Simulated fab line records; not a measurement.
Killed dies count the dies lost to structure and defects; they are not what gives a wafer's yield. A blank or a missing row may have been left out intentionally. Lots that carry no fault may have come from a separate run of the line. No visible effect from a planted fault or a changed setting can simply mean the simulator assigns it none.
One fault seen from 2 desks    flow n5_finfet    each desk holds nothing but its own numbers, with what lay behind them at the end

## FROM THE METROLOGY DESK
Means of the sampled wafers that have a number, per lot and without regard to the tool the lot ran on: this is what the gauges read. A lot is out of limits, marked OUT, if its mean lies more than 4 standard deviations from the usual mean; the brackets give that distance. 7 of its 10 readings are shown, namely those furthest out on some lot.
Columns: A = DIBL_P at N5_BEOL_M4_RC_MEAS_101, usual 37.0 mV/V; B = IOFF_P at N5_BEOL_M4_RC_MEAS_101, usual 0.22 nA/um; C = ION_N at N5_BEOL_M4_RC_MEAS_101, usual 673 uA/um; D = ION_P at N5_BEOL_M4_RC_MEAS_101, usual 462 uA/um; E = SS_N at N5_BEOL_M4_RC_MEAS_101, usual 71.7 mV/dec; F = VT_N at N5_BEOL_M4_RC_MEAS_101, usual 250 mV; G = VT_P at N5_BEOL_M4_RC_MEAS_101, usual -250 mV
lot   first seen here  A     B     C    D    E     F    G
L894  day 8 20:34      38.5  0.24  671  459  71.8  248  -250
L893  day 8 22:50      38.8  0.22  679  460  71.6  248  -251
L895  day 9 03:59      37.1  0.20  664  459  72.2  252  -254
L900  day 10 08:27     36.5  0.21  672  466  71.7  250  -248
L899  day 10 17:13     38.0  0.23  675  461  72.3  247  -251
L901  day 10 17:46     39.1  0.23  678  458  72.1  246  -252
L903  day 10 23:26     36.2  0.19  655  453  71.0  254  -252
L909  day 12 08:33     36.0  0.19  667  464  70.7  250  -250
L910  day 12 18:59     41.0  0.30  692  476  72.2  243  -243
L911  day 12 23:07     34.0  0.20  675  462  72.0  251  -249
L913  day 13 12:33     33.7  0.18  675  460  71.0  252  -251
This desk's verdict: no lot among the 11 shows anything out of limits.

## AT THE TOOL OWNER'S DESK: pvd_sputter-01
At N5_BEOL_M2_ANNEAL_87 (time 240 s), the tool's own readings, given per lot that ran on this tool as the mean of the sampled wafers with a number. A lot is out of limits, marked OUT, if its mean lies more than 4 standard deviations from the usual mean; the brackets give that distance.
Columns: A = heater_power_w at N5_BEOL_M2_ANNEAL_87, usual 849 W; B = susceptor_temp_C at N5_BEOL_M2_ANNEAL_87, usual 400.00 C
lot   first seen here  A    B
L893  day 7 07:43      941  400.33
L903  day 9 09:39      909  399.82
L909  day 11 01:35     913  399.80
L910  day 11 09:14     879  399.94
This desk's verdict: no lot among the 4 shows anything out of limits.

## TAKEN TOGETHER
From the metrology desk's view, nothing was out of limits.
Nothing out of limits was seen by the tool owner's desk.

## WHAT THE SIMULATOR PUT IN
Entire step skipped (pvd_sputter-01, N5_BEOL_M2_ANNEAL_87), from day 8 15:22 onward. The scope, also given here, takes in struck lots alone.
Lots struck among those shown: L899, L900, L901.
